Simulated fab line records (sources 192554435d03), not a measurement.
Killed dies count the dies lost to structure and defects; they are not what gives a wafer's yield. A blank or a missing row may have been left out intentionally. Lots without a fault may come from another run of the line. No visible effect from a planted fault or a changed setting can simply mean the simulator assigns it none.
fab line records ; flow n5_finfet
record: lots: 9; wafers: 24; last_day: 17
route steps=1938 shown BEOL_M4@1060 PASSIVATION@1936
lots that met no fault: from a run of the same line without faults
start_h: hours from the record's first day to the start of the lot's first wafer shown ; wait_h: hours from the lot's prior step to this one ; " repeats the value in the row above ; L1.1+2: a single row standing in for several wafers ; - either no value or no given start ; * or withheld: withheld ; < > ~ a bound
route shown NAME@n: names a module that has steps shown in the file, with the first one's number in the route ; usual: mean/standard deviation of fault-free wafers ; same: alike in all rows ; chamber/n: place in a boat ; sites: readings site by site ; _std_site: the values' standard deviation ; _edge_site: mean of outer sites minus mean of inner sites ; radius_mm: for every site, how far away it sits from the centre of the wafer ; mask NAME#n: copy n ; behind: the most recent tool/chamber to have shaped the wafer ; hold: the reason the lot was held/the length of the hold in hours/how it ended ; device: names the non-switching transistor (n, p or np) ; end of line: at the end of the route, the tests of the same wafers ; for a step that has no rows: nothing shown but its recipe ; killed: count of dies lost to structure and defects at first sort (not the wafer's yield) ; map: shows each die of a wafer: x if killed, . if not, _ if none is there
set.NAME: the setting that was run; set.NAME@STEP: the one run at that earlier step ; model.NAME: the simulator's own value behind a step, which no gauge read
steps of the route over a sample of lots; a table a step, a row a wafer
services: the hour from which a tool's chamber was out of use, counted from the record's first day as start_h (under 0 if before that day), plus the number of hours and why
== steps ==
step: N5_BEOL_M4_ETCH_77
recipe: chemistry: N2/H2; target: underlayer; target_depth_a: 65; mask_material: CAR-EUV; time_s: 5.2; ion_energy_ev: 200; pressure_mtorr: 30; source_w: 840; bias_w: 150; n2_flow_sccm: 200; h2_flow_sccm: 200; ends: cleared
usual: drypump_motor_current_A: 5.7/0.44; etch_rf_on_time_s: 5.18/0.18; oes_product_au: 0.69/0.085; rf_fwd_power_W: 819.1/2.6; rf_vpp_V: 525.0/2.3; showerhead_plenum_p_Torr: 2.59/0.079; throttle_valve_pct: 17.81/0.2
lot.wafer;tool;chamber;start_h;wait_h;drypump_motor_current_A;etch_rf_on_time_s;oes_product_au;rf_fwd_power_W;rf_hours_counter_h;rf_vpp_V;showerhead_plenum_p_Torr;throttle_valve_pct
L816.2;rie_diel-04;0;166.13;0.0;5.9;4.99;0.83;820.0;7;521.6;2.52;17.72
L816.4;rie_diel-04;1;166.13;0.0;5.1;5.27;0.60;821.5;-;527.2;2.60;18.13
L820.1;rie_diel-06;1;194.87;0.0;6.1;5.56;0.57;819.6;232;522.4;2.48;17.74
L820.5;rie_diel-06;3;194.87;0.0;5.8;4.92;0.64;819.8;-;521.7;2.53;18.11
L820.6;rie_diel-06;0;194.87;0.0;5.7;5.30;0.64;814.1;-;522.1;2.55;17.69
L822.1;rie_diel-05;0;205.89;0.0;6.1;5.12;0.64;822.8;204;526.4;2.63;17.70
L822.3;rie_diel-05;3;205.89;0.0;5.6;5.24;0.76;815.1;21;526.1;2.73;17.84
L823.1;rie_diel-05;3;213.06;0.0;5.6;5.22;0.77;816.0;24;528.0;2.73;17.85
L823.2;rie_diel-05;1;213.06;0.0;5.2;5.16;0.85;818.1;5;526.2;2.61;17.66
L823.5;rie_diel-05;2;213.06;0.0;6.4;5.04;0.69;823.0;-;526.6;2.67;17.77
L828.5;rie_diel-06;1;236.18;0.0;6.2;5.59;0.56;817.1;-;519.9;2.48;17.79
L828.6;rie_diel-06;2;236.18;0.0;6.1;5.03;0.64;820.1;-;527.7;2.67;17.71
L832.1;rie_diel-05;2;265.95;0.0;6.3;5.02;0.68;820.0;127;530.0;2.67;17.82
L832.2;rie_diel-05;3;265.95;0.0;5.6;5.12;0.74;822.4;41;526.5;2.72;17.92
L832.3;rie_diel-05;0;265.95;0.0;6.1;5.08;0.62;818.8;222;526.6;2.62;17.72
L833.1;rie_diel-04;3;285.44;0.0;5.4;5.27;0.72;820.1;44;521.8;2.46;17.49
L833.2;rie_diel-04;1;285.44;0.0;5.1;4.98;0.83;819.1;12;525.8;2.59;17.86
L833.3;rie_diel-04;2;285.44;0.0;4.8;5.54;0.78;821.9;18;524.2;2.60;17.87
L836.2;rie_diel-05;3;296.38;0.0;5.6;5.21;0.72;820.4;54;528.4;2.72;17.92
L836.3;rie_diel-05;2;296.38;0.0;6.3;5.01;0.68;814.8;139;526.7;2.66;17.83
L836.6;rie_diel-05;0;296.38;0.0;6.1;5.19;0.61;820.7;-;527.8;2.62;17.74
L837.1;rie_diel-04;3;296.79;0.0;5.4;5.35;0.71;821.2;49;523.0;2.46;17.50
L837.3;rie_diel-04;1;296.79;0.0;5.1;5.01;0.81;823.6;17;525.4;2.58;17.87
L837.6;rie_diel-04;0;296.79;0.0;5.9;5.00;0.75;821.6;-;522.3;2.49;17.80
step: N5_BEOL_M4_STRIP_36
recipe: chemistry: N2/H2; power_w: 450; temp_c: 40; pressure_mtorr: 20; rf_frequency_hz: 6e+07; overash_fraction: 0.3; bias_power_w: 7; h2_frac: 0.5; n2_flow_sccm: 200; h2_flow_sccm: 200
usual: bias_power_w: 6.999/0.021; drypump_motor_current_A: 5.7/0.46; oes_product_au: 0.82/0.1; rf_vpp_V: 59.3/1.4; showerhead_plenum_p_Torr: 2.59/0.078; throttle_valve_pct: 23.63/0.28
lot.wafer;tool;chamber;start_h;wait_h;bias_power_w;drypump_motor_current_A;oes_product_au;rf_hours_counter_h;rf_vpp_V;showerhead_plenum_p_Torr;throttle_valve_pct
L816.2;rie_diel-05;0;169.29;0.0;6.993;6.1;0.74;190;60.8;2.63;23.27
L816.4;rie_diel-05;3;169.29;0.0;7.034;5.6;0.93;8;58.1;2.73;23.90
L820.1;rie_diel-04;2;198.15;0.0;7.039;4.8;0.69;246;59.4;2.60;24.25
L820.5;rie_diel-04;1;198.15;0.0;6.978;5.1;0.68;-;57.2;2.59;23.86
L820.6;rie_diel-04;2;198.15;0.0;7.001;4.8;0.69;-;59.4;2.60;24.27
L822.1;rie_diel-06;2;211.43;0.0;7.013;6.1;0.74;178;61.0;2.67;23.48
L822.3;rie_diel-06;3;211.43;0.0;7.021;5.8;0.72;204;59.1;2.52;23.93
L823.1;rie_diel-05;1;216.80;0.0;7.005;5.2;0.99;6;59.4;2.60;23.48
L823.2;rie_diel-05;0;216.80;0.0;7.002;6.1;0.73;208;60.3;2.63;23.32
L823.5;rie_diel-05;2;216.80;0.0;6.999;6.3;0.80;-;57.5;2.67;23.65
L828.5;rie_diel-04;0;240.11;0.0;6.983;5.9;0.89;-;60.7;2.50;23.68
L828.6;rie_diel-04;2;240.11;0.0;7.016;4.8;1.00;-;58.4;2.60;23.80
L832.1;rie_diel-04;1;269.52;0.0;6.969;5.1;0.98;5;59.9;2.58;23.72
L832.2;rie_diel-04;2;269.52;0.0;6.975;4.8;0.95;11;59.8;2.59;23.78
L832.3;rie_diel-04;3;269.52;0.0;6.990;5.4;0.88;38;61.1;2.46;23.14
L833.1;rie_diel-04;0;286.36;0.0;6.973;5.9;0.86;57;56.2;2.49;23.72
L833.2;rie_diel-04;3;286.36;0.0;7.015;5.4;0.87;44;58.6;2.46;23.11
L833.3;rie_diel-04;1;286.36;0.0;7.007;5.1;0.92;12;59.3;2.58;23.77
L836.2;rie_diel-05;0;301.23;0.0;6.976;6.1;0.71;234;60.7;2.61;23.36
L836.3;rie_diel-05;2;301.23;0.0;7.018;6.4;0.77;141;59.0;2.66;23.68
L836.6;rie_diel-05;1;301.23;0.0;7.017;5.2;0.93;-;57.3;2.59;23.52
L837.1;rie_diel-06;2;301.26;0.0;7.010;6.1;0.72;214;59.5;2.65;23.51
L837.3;rie_diel-06;3;301.26;0.0;6.980;5.8;0.71;233;58.9;2.51;23.97
L837.6;rie_diel-06;3;301.26;0.0;6.963;5.8;0.70;-;61.2;2.51;23.96
step: N5_BEOL_M4_TRENCH_ETCH_37
recipe: chemistry: C4F6/O2; target_depth_a: 555.55; target: SiOC; time_s: 29.2; ion_energy_ev: 250; pressure_mtorr: 30; source_w: 355; bias_w: 185; Ar_flow_sccm: 300; C4F6_flow_sccm: 10; O2_flow_sccm: 10
usual: drypump_motor_current_A: 5.7/0.46; oes_f_703_au: 0.83/0.11; oes_product_au: 0.82/0.1; rf_fwd_power_W: 349.5/1.8; rf_vpp_V: 665/29; showerhead_plenum_p_Torr: 2.90/0.068; throttle_valve_pct: 20.79/0.23
lot.wafer;tool;chamber;start_h;wait_h;drypump_motor_current_A;oes_f_703_au;oes_product_au;rf_fwd_power_W;rf_hours_counter_h;rf_vpp_V;showerhead_plenum_p_Torr;throttle_valve_pct
L816.2;rie_diel-05;0;169.33;-;6.1;0.74;0.74;350.8;190;680;2.93;20.59
L816.4;rie_diel-05;3;169.33;-;5.6;0.97;0.92;350.3;8;621;3.00;20.49
L820.1;rie_diel-04;2;198.19;-;4.8;0.65;0.67;349.5;246;685;2.91;21.22
L820.5;rie_diel-04;1;198.19;-;5.1;0.73;0.68;347.9;-;647;2.92;21.23
L820.6;rie_diel-04;2;198.19;-;4.8;0.66;0.67;349.7;-;686;2.91;21.21
L822.1;rie_diel-06;2;211.47;-;6.1;0.77;0.75;348.2;178;665;2.95;20.45
L822.3;rie_diel-06;3;211.47;-;5.8;0.72;0.74;351.1;204;697;2.84;21.16
L823.1;rie_diel-05;1;216.84;-;5.2;0.99;1.00;348.6;6;682;2.92;20.69
L823.2;rie_diel-05;0;216.84;-;6.0;0.73;0.73;349.3;208;680;2.92;20.61
L823.5;rie_diel-05;2;216.84;-;6.3;0.86;0.80;350.0;-;616;3.01;20.93
L828.5;rie_diel-04;0;240.15;-;5.9;0.91;0.89;349.5;-;644;2.78;20.60
L828.6;rie_diel-04;2;240.15;-;4.8;0.96;0.97;349.0;-;684;2.91;20.80
L832.1;rie_diel-04;1;269.56;-;5.1;1.31;1.03;432.0;5;580;2.91;20.97
L832.2;rie_diel-04;2;269.56;-;4.8;1.16;0.99;434.1;11;613;2.90;20.82
L832.3;rie_diel-04;3;269.56;-;5.4;1.09;0.92;432.4;38;594;2.81;20.81
L833.1;rie_diel-04;0;286.40;-;6.0;1.13;0.93;433.9;57;576;2.77;20.65
L833.2;rie_diel-04;3;286.40;-;5.4;1.08;0.90;432.1;44;596;2.80;20.82
L833.3;rie_diel-04;1;286.40;-;5.1;1.28;1.01;433.9;12;580;2.90;20.99
L836.2;rie_diel-05;0;301.27;-;6.1;0.72;0.71;350.6;235;680;2.91;20.66
L836.3;rie_diel-05;2;301.27;-;6.4;0.83;0.78;347.9;141;616;2.99;20.97
L836.6;rie_diel-05;1;301.27;-;5.2;0.91;0.93;349.3;-;682;2.90;20.74
L837.1;rie_diel-06;2;301.30;-;6.1;0.74;0.72;346.7;214;664;2.94;20.49
L837.3;rie_diel-06;3;301.30;-;5.8;0.70;0.72;352.5;233;696;2.83;21.21
L837.6;rie_diel-06;3;301.30;-;5.8;0.70;0.71;352.7;-;698;2.83;21.20
step: N5_BEOL_M4_ETCH_41
recipe: chemistry: CH3F/O2; target: SiCN; target_depth_a: 299; taper_deg: 2; time_s: 52.5; ion_energy_ev: 120; mask_material: TiN; pressure_mtorr: 30; source_w: 395; bias_w: 75; Ar_flow_sccm: 150; CH3F_flow_sccm: 30; O2_flow_sccm: 20
usual: drypump_motor_current_A: 5.7/0.46; oes_product_au: 0.82/0.1; rf_fwd_power_W: 390.6/1.6; rf_vpp_V: 298.1/1.4; showerhead_plenum_p_Torr: 2.04/0.05; throttle_valve_pct: 16.25/0.22
lot.wafer;tool;chamber;start_h;wait_h;drypump_motor_current_A;oes_product_au;rf_fwd_power_W;rf_hours_counter_h;rf_vpp_V;showerhead_plenum_p_Torr;throttle_valve_pct
L816.2;rie_diel-05;0;-;-;6.1;0.74;392.7;190;299.0;2.06;16.16
L816.4;rie_diel-05;3;-;-;5.6;0.91;388.2;8;299.6;2.11;15.93
L820.1;rie_diel-04;2;-;-;4.8;0.67;389.9;246;297.7;2.05;16.69
L820.5;rie_diel-04;1;-;-;5.1;0.68;388.6;-;299.3;2.06;16.74
L820.6;rie_diel-04;2;-;-;4.8;0.67;389.8;-;298.4;2.05;16.70
L822.1;rie_diel-06;2;-;-;6.1;0.76;387.4;178;300.4;2.08;15.96
L822.3;rie_diel-06;3;-;-;5.8;0.74;391.5;204;294.6;1.99;16.58
L823.1;rie_diel-05;1;-;-;5.2;1.01;393.7;6;298.4;2.05;16.09
L823.2;rie_diel-05;0;-;-;6.1;0.74;390.7;208;299.3;2.06;16.21
L823.5;rie_diel-05;2;-;-;6.3;0.80;388.9;-;299.0;2.12;16.33
L828.5;rie_diel-04;0;-;-;5.9;0.90;393.6;-;298.2;1.95;16.05
L828.6;rie_diel-04;2;-;-;4.8;0.98;390.5;-;297.5;2.04;16.18
L832.1;rie_diel-04;1;-;-;5.1;0.98;390.0;5;299.1;2.05;16.35
L832.2;rie_diel-04;2;-;-;4.8;0.92;390.3;11;298.3;2.04;16.22
L832.3;rie_diel-04;3;-;-;5.4;0.87;387.5;38;294.8;1.97;16.22
L833.1;rie_diel-04;0;-;-;5.9;0.87;390.9;57;297.5;1.95;16.09
L833.2;rie_diel-04;3;-;-;5.4;0.86;390.4;44;297.1;1.97;16.24
L833.3;rie_diel-04;1;-;-;5.1;0.96;387.5;12;298.1;2.05;16.37
L836.2;rie_diel-05;0;-;-;6.0;0.72;393.3;235;297.7;2.05;16.25
L836.3;rie_diel-05;2;-;-;6.3;0.78;389.0;141;300.0;2.10;16.39
L836.6;rie_diel-05;1;-;-;5.2;0.92;391.9;-;297.2;2.04;16.15
L837.1;rie_diel-06;2;-;-;6.1;0.73;387.5;214;299.0;2.06;16.04
L837.3;rie_diel-06;3;-;-;5.8;0.72;393.4;233;296.5;1.98;16.64
L837.6;rie_diel-06;3;-;-;5.8;0.72;394.3;-;297.4;1.98;16.64
step: N5_BEOL_M4_OCD_MEAS_38
usual: trench_depth_nm: 55.6/1.5
lot.wafer;tool;chamber;start_h;wait_h;trench_depth_nm
L816.2;ocd-02;-;169.48;-;55.0
L816.4;ocd-02;-;169.48;-;55.0
L820.1;ocd-01;-;198.34;-;54.7
L820.5;ocd-01;-;198.34;-;53.8
L820.6;ocd-01;-;198.34;-;53.6
L822.1;ocd-02;-;211.62;-;57.1
L822.3;ocd-02;-;211.62;-;57.3
L823.1;ocd-01;-;217.00;-;57.1
L823.2;ocd-01;-;217.00;-;55.0
L823.5;ocd-01;-;217.00;-;56.0
L828.5;ocd-02;-;240.29;-;56.4
L828.6;ocd-02;-;240.29;-;53.5
L832.1;ocd-02;-;269.71;-;61.1
L832.2;ocd-02;-;269.71;-;57.4
L832.3;ocd-02;-;269.71;-;60.6
L833.1;ocd-01;-;286.56;-;62.7
L833.2;ocd-01;-;286.56;-;60.5
L833.3;ocd-01;-;286.56;-;61.8
L836.2;ocd-02;-;301.42;-;54.9
L836.3;ocd-02;-;301.42;-;56.4
L836.6;ocd-02;-;301.42;-;57.1
L837.1;ocd-01;-;301.45;-;56.8
L837.3;ocd-01;-;301.45;-;57.6
L837.6;ocd-01;-;301.45;-;57.1
step: N5_BEOL_M4_RC_MEAS_101
usual: DIBL_N: 37.5/2; DIBL_P: 37.5/2.5; IOFF_N: 0.18/0.042; IOFF_P: 0.24/0.046; ION_N: 677/15; ION_P: 464/9.5; SS_N: 72.0/0.76; SS_P: 73.6/0.79; VT_N: 249/3.5; VT_P: -249/3.2
lot.wafer;tool;chamber;start_h;wait_h;DIBL_N[mV/V];DIBL_P[mV/V];IOFF_N[nA/um];IOFF_P[nA/um];ION_N[uA/um];ION_P[uA/um];SS_N[mV/dec];SS_P[mV/dec];VT_N[mV];VT_P[mV]
L816.2;prober-01;0;173.71;0.2;34.7;34.3;0.14;0.18;698;476;71.2;72.8;254;-251
L816.4;prober-01;0;173.71;0.2;38.8;37.2;0.21;0.21;670;459;73.5;73.6;247;-253
L820.1;prober-02;0;202.69;0.0;37.3;36.9;0.17;0.24;678;469;71.4;74.0;249;-249
L820.5;prober-02;0;202.69;0.0;39.1;38.0;0.20;0.26;684;472;72.7;74.2;248;-247
L820.6;prober-02;0;202.69;0.0;34.8;35.0;0.13;0.23;650;454;71.0;74.0;250;-248
L822.1;prober-02;0;216.10;0.0;34.7;33.6;0.12;0.16;657;454;70.5;71.5;257;-252
L822.3;prober-02;0;216.10;0.0;42.7;45.1;0.30;0.38;694;473;73.4;75.7;243;-241
L823.1;prober-02;0;221.05;0.0;38.8;39.8;0.21;0.29;691;475;71.1;74.3;243;-242
L823.2;prober-02;0;221.05;0.0;38.0;37.3;0.18;0.24;677;465;71.7;73.2;252;-247
L823.5;prober-02;0;221.05;0.0;39.1;39.7;0.19;0.28;667;468;71.3;74.1;247;-245
L828.5;prober-02;0;245.34;0.6;39.6;38.8;0.26;0.28;677;460;73.7;73.7;247;-246
L828.6;prober-02;0;245.34;0.6;34.4;33.9;0.14;0.20;685;464;71.8;72.4;250;-251
L832.1;prober-01;0;273.67;0.0;40.8;40.6;0.23;0.29;690;470;72.2;74.2;244;-247
L832.2;prober-01;0;273.67;0.0;38.5;36.9;0.18;0.24;655;457;71.7;73.8;249;-247
L832.3;prober-01;0;273.67;0.0;39.0;38.1;0.19;0.25;664;460;71.6;73.0;249;-247
L833.1;prober-01;0;291.42;0.5;36.3;37.2;0.17;0.24;693;480;70.8;72.9;248;-247
L833.2;prober-01;0;291.42;0.5;35.6;35.8;0.15;0.22;665;466;71.5;72.4;248;-248
L833.3;prober-01;0;291.42;0.5;40.4;39.2;0.25;0.27;676;461;73.2;73.8;248;-244
L836.2;prober-01;0;305.41;0.2;39.4;39.4;0.22;0.25;683;457;72.8;74.8;244;-249
L836.3;prober-01;0;305.41;0.2;34.4;34.4;0.12;0.18;672;465;71.4;73.1;251;-254
L836.6;prober-01;0;305.41;0.2;39.7;40.4;0.23;0.28;697;474;72.3;74.5;241;-249
L837.1;prober-02;0;307.06;0.0;37.1;36.8;0.19;0.20;668;454;72.8;73.0;248;-253
L837.3;prober-02;0;307.06;0.0;35.2;35.5;0.13;0.18;659;452;71.5;73.1;251;-253
L837.6;prober-02;0;307.06;0.0;38.5;38.6;0.20;0.23;673;457;72.3;74.2;248;-249
step: N5_PASSIVATION_PROBE_49
usual: defect_limited_yield: 91.8/1.5; killed_at_M0_to_M3: 33/11; killed_at_M4_up: 13/5; killed_at_contacts: 11/5.6; killed_at_front_end: 36/12; killed_at_other: 3.4/2.5; killed_dies: 97/18; killed_on_rim: 12/4.2; killed_open: 64/13; killed_short: 31/6.9; sort_bin_4_leakage: 0.01/0.048; sort_bin_5_function: 4.8/1; sort_bin_6_memory: 3.1/0.64; sort_bin_8_speed: 0.00/0.014; sort_n_pass: 1083/18; sort_yield_pct: 91.8/1.5
same: gross_dies: 1180; killed_at_back_side: 0
lot.wafer;tool;chamber;start_h;wait_h;defect_limited_yield[%];killed_at_M0_to_M3;killed_at_M4_up;killed_at_contacts;killed_at_front_end;killed_at_other;killed_dies;killed_on_rim;killed_open;killed_short;sort_bin_4_leakage[%];sort_bin_5_function[%];sort_bin_6_memory[%];sort_bin_8_speed[%];sort_n_pass;sort_yield_pct[%]
L828.5;prober-02;-;355.55;0.2;92.2;31;16;5;39;1;92;17;54;30;0;4.1;2.8;0;1088;92.2
L828.6;prober-02;-;355.60;0.3;93.3;28;14;3;28;6;79;5;49;29;0;3.6;2.7;0;1101;93.3
L832.1;prober-01;-;373.95;0.0;90.9;35;16;11;42;3;107;10;56;43;0;5.4;3.0;0;1073;90.9
L832.2;prober-01;-;374.00;0.1;92.8;36;9;7;31;2;85;16;39;44;0;3.9;3.0;0;1095;92.8
L832.3;prober-01;-;374.05;0.1;91.4;35;15;4;46;1;101;18;62;27;0;5.0;2.5;0;1079;91.4
L836.2;prober-02;-;409.43;0.1;93.3;36;4;10;29;0;79;17;51;28;0;4.1;2.5;0;1101;93.3
L836.3;prober-02;-;409.48;0.1;93.1;26;20;3;33;0;82;12;57;24;0;3.7;2.9;0;1098;93.1
L836.6;prober-02;-;409.63;0.3;90.9;38;17;13;39;0;107;11;80;27;0;5.2;3.9;0;1073;90.9
killed by level:class
L828.5 STI_FIN_REVEAL:geometric_particle:open=11 BEOL_M0_SAQP:geometric_particle:short=7 BEOL_M0_SAQP:geometric_particle:open=7 HKMG_FIN:area_etch=7 MOL_CONTACT_COAG:geometric_particle:open=5 BEOL_M0:geometric_particle:short=5 BEOL_M3:geometric_particle:open=5 FIN_SAQP:geometric_particle:open=4
L828.6 BEOL_M3:geometric_particle:open=7 FIN_SAQP:geometric_particle:open=6 BEOL_M0_SAQP:geometric_particle:short=6 FIN_SAQP:geometric_particle:short=5 BEOL_M0:geometric_particle:open=5 BEOL_M4:geometric_particle:open=5 BEOL_M1:geometric_particle:open=4 STI_FIN_REVEAL:geometric_particle:open=3
L832.1 FIN_SAQP:geometric_particle:short=11 BEOL_M2:geometric_particle:open=9 MOL_CONTACT_COAG:geometric_particle:open=7 BEOL_M0_SAQP:geometric_particle:open=7 BEOL_M0_SAQP:geometric_particle:short=6 HKMG_FIN:area_etch=5 FIN_SAQP:geometric_particle:open=4 STI_FIN_REVEAL:geometric_particle:open=4
L832.2 BEOL_M0_SAQP:geometric_particle:short=12 BEOL_M2:geometric_particle:open=6 FIN_SAQP:geometric_particle:short=5 STI_FIN_REVEAL:geometric_particle:open=4 GATE_CUT:geometric_particle:short=4 MOL_CONTACT_COAG:geometric_particle:open=4 BEOL_M1:geometric_particle:open=4 FIN_SAQP:geometric_particle:open=3
L832.3 BEOL_M0_SAQP:geometric_particle:open=10 FIN_SAQP:geometric_particle:short=10 BEOL_M2:geometric_particle:open=9 HKMG_FIN:area_etch=9 GATE_CUT:geometric_particle:short=6 BEOL_M4:geometric_particle:open=6 STI_FIN_REVEAL:geometric_particle:open=5 ILD0:geometric_particle:open=5
L836.2 MOL_CONTACT_COAG:geometric_particle:open=9 FIN_SAQP:geometric_particle:short=8 BEOL_M1:geometric_particle:open=7 BEOL_M0:geometric_particle:open=5 BEOL_M2:geometric_particle:open=5 BEOL_M3:geometric_particle:open=5 STI_FIN_REVEAL:geometric_particle:open=4 GATE_CUT:geometric_particle:short=4
L836.3 BEOL_M4:geometric_particle:open=11 STI_FIN_REVEAL:geometric_particle:open=8 BEOL_M2:geometric_particle:open=8 BEOL_M3:geometric_particle:short=5 STARTING-WAFER:geometric_particle:open=5 FIN_SAQP:geometric_particle:open=4 BEOL_M0_SAQP:geometric_particle:open=4 FIN_SAQP:geometric_particle:short=3
L836.6 BEOL_M2:geometric_particle:open=11 BEOL_M4:geometric_particle:open=11 FIN_SAQP:geometric_particle:short=10 MOL_CONTACT_COAG:geometric_particle:open=10 DUMMY_GATE:geometric_particle:open=10 BEOL_M3:geometric_particle:open=7 STI_FIN_REVEAL:geometric_particle:open=6 BEOL_M1:geometric_particle:open=6
== services ==
tool;chamber;start_h;hours;kind
rie_diel-04;3;148.63;-;clean
rie_diel-04;3;148.63;-;consumable_replace:focus_ring
rie_diel-04;3;148.63;22.8;scheduled_down
rie_diel-04;3;148.63;22.8;vent_cycle
rie_diel-05;1;178.48;-;clean
rie_diel-05;1;178.48;-;consumable_replace:focus_ring
rie_diel-05;1;178.48;18.8;scheduled_down
rie_diel-05;1;178.48;18.8;vent_cycle
rie_diel-06;0;207.22;4.4;repair
rie_diel-04;2;217.90;5.7;repair
rie_diel-04;2;223.62;-;clean
rie_diel-04;2;223.62;-;consumable_replace:focus_ring
rie_diel-04;2;223.62;14.5;scheduled_down
rie_diel-04;2;223.62;14.5;vent_cycle
rie_diel-05;0;230.90;5.1;repair
rie_diel-04;1;238.23;-;clean
rie_diel-04;1;238.23;-;consumable_replace:focus_ring
rie_diel-04;1;238.23;16.5;scheduled_down
rie_diel-04;1;238.23;16.5;vent_cycle
rie_diel-06;3;245.02;16.7;repair
rie_diel-06;1;261.75;-;clean
rie_diel-06;1;261.75;-;consumable_replace:focus_ring
rie_diel-06;1;261.75;17.4;scheduled_down
rie_diel-06;1;261.75;17.4;vent_cycle
== key ==
first_sign: step: N5_BEOL_M4_TRENCH_ETCH_37; reading: rf_fwd_power_W; direction: up; sigmas: 46; usual: *; struck: *
effect: step: N5_BEOL_M4_TRENCH_ETCH_37; reading: oes_f_703_au; direction: up; sigmas: 3.2; usual: 0.83; struck: 1.17
effect: step: N5_BEOL_M4_OCD_MEAS_38; reading: trench_depth_nm; direction: up; sigmas: 3.5; usual: 55.6; struck: 60.7
met_at N5_BEOL_M4_TRENCH_ETCH_37
struck_lots L832,L833
not_acting_at N5_BEOL_M4_ETCH_77,N5_BEOL_M4_STRIP_36,N5_BEOL_M4_ETCH_41
onset_between 240.15 269.56
fault: kind: process_parameter_drift; tool: rie_diel-04; chamber: -; onset_h: 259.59; steps: N5_BEOL_M4_TRENCH_ETCH_37; channel: source_w; offset: 85.2; shape: step; end_h: 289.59; acts_in: these_recipes_only; stated: 355
